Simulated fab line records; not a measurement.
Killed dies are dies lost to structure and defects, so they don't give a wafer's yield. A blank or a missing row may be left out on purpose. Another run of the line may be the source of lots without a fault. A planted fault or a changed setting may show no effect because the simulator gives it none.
Which tool is to blame? + flow nand harc + Sampling: 6 lots, 18 wafers, 3 of 1159 route steps

WHAT THE GAUGES SHOWED, per wafer
NHARC_P_M1_INSPECT_11.
| lot  | measured    | on                | raw defect count        |
|------|-------------|-------------------|-------------------------|
| L428 | day 6 18:37 | defect inspect-01 | 5 2 2                   |
| L429 | day 7 06:24 | defect inspect-02 | 3 7 3                   |
| L433 | day 8 00:28 | defect inspect-01 | 3 6 4                   |
| L439 | day 9 02:13 | defect inspect-01 | 4 2 2                   |
| L436 | day 9 07:41 | defect inspect-01 | 454 442 462 458 446 464 |
| L440 | day 9 19:40 | defect inspect-02 | 443 438 431 441 427 423 |

WHAT TOOL EACH LOT RAN ON (gives the tool, then ch and the chambers of the sampled wafers, and finally the start)
| lot  | NHARC_P_M0_ANNEAL_30            | NHARC_P_M0_PRE_CLEAN_31        |
|------|---------------------------------|--------------------------------|
| L428 | rtp anneal-02 ch 0, day 6 16:20 | pecvd-03 ch 0,2, day 6 17:10   |
| L429 | rtp anneal-01 ch 0, day 7 04:05 | pecvd-03 ch 1,2, day 7 04:56   |
| L433 | rtp anneal-01 ch 0, day 7 22:12 | pecvd-04 ch 0,1,2, day 7 23:08 |
| L439 | rtp anneal-02 ch 0, day 9 00:01 | pecvd-03 ch 0,2, day 9 00:54   |
| L436 | rtp anneal-02 ch 0, day 9 05:29 | pecvd-03 ch 0,1, day 9 06:22   |
| L440 | rtp anneal-02 ch 0, day 9 17:08 | pecvd-03 ch 0,1, day 9 17:58   |
- NHARC_P_M0_ANNEAL_30: time 90 s.
- NHARC_P_M0_PRE_CLEAN_31: time 12 s.

THE ANSWER, worked out from the rows above alone
Rule: usual is defined by the lots themselves. Put in order of their means at a reading, lots are off if they are a third of the lots or fewer, leave a main group of 4 or more, and stand apart from it by a gap of 3 or more times the standard deviation of the main group's means; of several such gaps the widest counts. If all means in a main group match to the digits the tables above print for the reading, that group is not used. Also off: a lot with no number at a reading for which 4 or more lots have one. Where the step has rows for the other lots, those lots are counted as sound.
Off, at NHARC_P_M1_INSPECT_11 on raw defect count: L436, L440. The main group: mean 3.6, standard deviation 0.76.
A tool fits if, at a process step before that reading, it ran every lot that is off, and no sound lot after the first of them. Gauges at NHARC_P_M1_INSPECT_11: tried the same way as those tools. Can't be told from this: 2 tools fit, rtp anneal-02 at NHARC_P_M0_ANNEAL_30, pecvd-03 at NHARC_P_M0_PRE_CLEAN_31.

WHAT THE SIMULATOR HAD PUT IN
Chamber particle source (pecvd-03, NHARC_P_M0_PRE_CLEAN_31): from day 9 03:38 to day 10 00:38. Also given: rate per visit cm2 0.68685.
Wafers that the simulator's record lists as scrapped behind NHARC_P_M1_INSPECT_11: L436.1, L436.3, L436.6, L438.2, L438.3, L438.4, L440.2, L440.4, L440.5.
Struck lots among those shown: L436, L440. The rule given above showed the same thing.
